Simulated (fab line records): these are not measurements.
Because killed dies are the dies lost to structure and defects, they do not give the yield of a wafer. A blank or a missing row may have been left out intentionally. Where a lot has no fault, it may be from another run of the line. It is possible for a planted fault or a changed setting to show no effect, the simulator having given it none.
Matching of chambers + flow n5 finfet + N5_BEOL_M2_ILD_DEP_00 on pecvd-02 has 3 sister chambers
The step deposits SiOC from DEMS/O2, target thk 79 nm, time 15.3 s. 16 wafers are shown with their chamber, then 7 later ones without.

== WAFERS PAIRED WITH THEIR CHAMBERS ==
| wafer  | chamber | throttle valve pct (%) | heater power w (W) | showerhead plenum p Torr (Torr) |
|--------|---------|------------------------|--------------------|---------------------------------|
| L519.2 | 2       | 11.1                   | 556                | 5.670                           |
| L519.3 | 2       | 11.1                   | 547                | 5.672                           |
| L519.6 | 1       | 11.6                   | 409                | 5.681                           |
| L520.1 | 2       | 11.6                   | 492                | 5.687                           |
| L520.3 | 2       | 11.3                   | 510                | 5.686                           |
| L520.6 | 1       | 11.7                   | 425                | 5.691                           |
| L524.1 | 2       | 11.4                   | 522                | 5.693                           |
| L524.2 | 0       | 12.3                   | 489                | 5.671                           |
| L524.3 | 1       | 11.8                   | 432                | 5.679                           |
| L525.2 | 1       | 11.7                   | 480                | 5.702                           |
| L525.3 | 0       | 12.3                   | 446                | 5.673                           |
| L525.5 | 0       | 12.3                   | 457                | 5.660                           |
| L535.1 | 0       | 12.2                   | 474                | 5.680                           |
| L535.2 | 2       | 11.5                   | 559                | 5.681                           |
| L535.5 | 0       | 12.4                   | 490                | 5.695                           |
| L537.1 | 0       | 12.4                   | 484                | 5.693                           |

SIGNATURES (means of the wafers above)
| reading                  | chamber 0 | chamber 1 | chamber 2 | scatter within a chamber |
|--------------------------|-----------|-----------|-----------|--------------------------|
| throttle valve pct       | 12.317    | 11.700    | 11.333    | 0.142                    |
| heater power w           | 473.33    | 436.50    | 531.00    | 25.1                     |
| showerhead plenum p Torr | 5.67867   | 5.68825   | 5.68150   | 0.0113                   |
Rule: distance of a wafer from a chamber = root of the sum over the readings of ((wafer's reading minus chamber's mean) / reading's scatter) squared. If the next closest chamber is less than 2 further off than the closest, the wafer can't be placed; otherwise it belongs to the closest. The scatter: take each reading less its chamber's mean, square it, sum over the shown wafers, divide by the number of wafers less the number of chambers, and take the root.

== WAFERS WITH NO CHAMBER GIVEN ==
| wafer  | throttle valve pct (%) | heater power w (W) | showerhead plenum p Torr (Torr) |
|--------|------------------------|--------------------|---------------------------------|
| L537.3 | 11.7                   | 465                | 5.688                           |
| L538.1 | 11.5                   | 518                | 5.675                           |
| L538.2 | 12.5                   | 429                | 5.686                           |
| L538.3 | 11.4                   | 405                | 5.688                           |
| L539.2 | 12.5                   | 467                | 5.689                           |
| L539.4 | 11.3                   | 558                | 5.683                           |
| L539.6 | 12.6                   | 470                | 5.683                           |

== EACH ONE'S CHAMBER ==
| wafer  | from the rows above | in truth |
|--------|---------------------|----------|
| L537.3 | 1                   | 1        |
| L538.1 | 2                   | 2        |
| L538.2 | 0                   | 0        |
| L538.3 | 1                   | 1        |
| L539.2 | 0                   | 0        |
| L539.4 | 2                   | 2        |
| L539.6 | 0                   | 0        |
Correct placement for 7 of the 7. Not placeable from these rows: 0. Number placed wrongly: 0.
